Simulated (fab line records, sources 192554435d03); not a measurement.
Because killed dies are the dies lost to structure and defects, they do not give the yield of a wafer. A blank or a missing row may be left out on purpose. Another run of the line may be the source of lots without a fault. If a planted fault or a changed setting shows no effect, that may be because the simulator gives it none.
Chamber matching :: flow n5 finfet :: rie diel-05 running N5_MOL_CONTACT_COAG_ETCH_106: 4 sister chambers
The step etches SOC in N2/H2, target depth 80 nm, overetch 16 nm, time 120 s. 4 wafers are shown with their chamber, then 7 later ones without.

## WAFERS WITH THEIR CHAMBER
wafer: L083.6
chamber: 1
showerhead plenum p Torr (Torr): 2.51

wafer: L088.4
chamber: 0
showerhead plenum p Torr (Torr): 2.71

wafer: L087.1
chamber: 2
showerhead plenum p Torr (Torr): 2.62

wafer: L087.3
chamber: 3
showerhead plenum p Torr (Torr): 2.50

## WAFERS WHOSE CHAMBER IS MISSING
wafer: L087.4
showerhead plenum p Torr (Torr): 2.50

wafer: L090.3
showerhead plenum p Torr (Torr): 2.62

wafer: L090.4
showerhead plenum p Torr (Torr): 2.62

wafer: L090.6
showerhead plenum p Torr (Torr): 2.71

wafer: L092.2
showerhead plenum p Torr (Torr): 2.70

wafer: L092.3
showerhead plenum p Torr (Torr): 2.50

wafer: L092.4
showerhead plenum p Torr (Torr): 2.51

## THE CHAMBER EACH PASSED THROUGH
wafer: L087.4
from the rows above: 3
in truth: 3

wafer: L090.3
from the rows above: 2
in truth: 2

wafer: L090.4
from the rows above: 2
in truth: 2

wafer: L090.6
from the rows above: 0
in truth: 0

wafer: L092.2
from the rows above: 0
in truth: 0

wafer: L092.3
from the rows above: 3
in truth: 3

wafer: L092.4
from the rows above: 1
in truth: 1
Correctly placed: 7 of 7. Can't be placed from these rows: 0. Wrongly placed: 0.
How it was worked out, from the rows above alone: a wafer's distance from a chamber is the root of the sum, over the readings, of the square of ((its reading less the chamber's mean) divided by the reading's scatter). The wafer belongs to the nearest chamber; if the next one is less than 2 further off, it can't be placed. Each chamber's mean is taken over the wafers shown for it. The scatter (one wafer shown for each chamber): square how far every hidden wafer sits from the nearest shown wafer, average those squares and take the square root.
